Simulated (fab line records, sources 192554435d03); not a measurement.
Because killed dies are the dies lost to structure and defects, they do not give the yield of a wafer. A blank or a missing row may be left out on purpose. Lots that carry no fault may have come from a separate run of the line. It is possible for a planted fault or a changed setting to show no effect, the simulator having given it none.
Chamber matching / flow n5-finfet / 3 sister chambers for N5_BEOL_M6_CURE_74 on uv-cure-02
The step cures SiCOH lowk, time 240 s. 3 wafers are shown with their chamber, then 11 later ones without.

WAFERS, EACH WITH ITS CHAMBER
wafer=L083.4 chamber=2 wafer_temp_C_max=387.6
wafer=L085.3 chamber=1 wafer_temp_C_max=388.3
wafer=L091.1 chamber=0 wafer_temp_C_max=386.3

WAFERS WITH NO CHAMBER GIVEN
wafer=L091.2 wafer_temp_C_max=387.5
wafer=L091.6 wafer_temp_C_max=386.6
wafer=L092.1 wafer_temp_C_max=386.4
wafer=L092.2 wafer_temp_C_max=387.3
wafer=L092.4 wafer_temp_C_max=386.1
wafer=L093.2 wafer_temp_C_max=387.2
wafer=L093.5 wafer_temp_C_max=387.7
wafer=L093.6 wafer_temp_C_max=387.0
wafer=L095.1 wafer_temp_C_max=387.1
wafer=L095.2 wafer_temp_C_max=387.5
wafer=L095.6 wafer_temp_C_max=387.9

CHAMBER TAKEN BY EACH
wafer=L091.2; from the rows above=2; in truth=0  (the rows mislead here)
wafer=L091.6; from the rows above=0; in truth=0
wafer=L092.1; from the rows above=0; in truth=0
wafer=L092.2; from the rows above=2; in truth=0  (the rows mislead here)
wafer=L092.4; from the rows above=0; in truth=0
wafer=L093.2; from the rows above=can't be placed: 2 or 0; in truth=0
wafer=L093.5; from the rows above=can't be placed: 2 or 1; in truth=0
wafer=L093.6; from the rows above=can't be placed: 2 or 0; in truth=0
wafer=L095.1; from the rows above=can't be placed: 2 or 0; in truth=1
wafer=L095.2; from the rows above=2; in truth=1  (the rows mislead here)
wafer=L095.6; from the rows above=can't be placed: 2 or 1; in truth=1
3 of 11 placed correctly. From these rows, 5 cannot be placed; in 3 the true chamber is one of the candidates. Number placed wrongly: 3.
How it was worked out, from the rows above alone: a wafer's distance from a chamber is the root of the sum, over the readings, of the square of ((its reading less the chamber's mean) divided by the reading's scatter). The wafer belongs to the nearest chamber; if the next one is less than 2 further off, it can't be placed. Each chamber's mean is taken over the wafers shown for it. The scatter: root of mean squared gap, hidden wafer to nearest shown wafer, with one shown wafer a chamber.
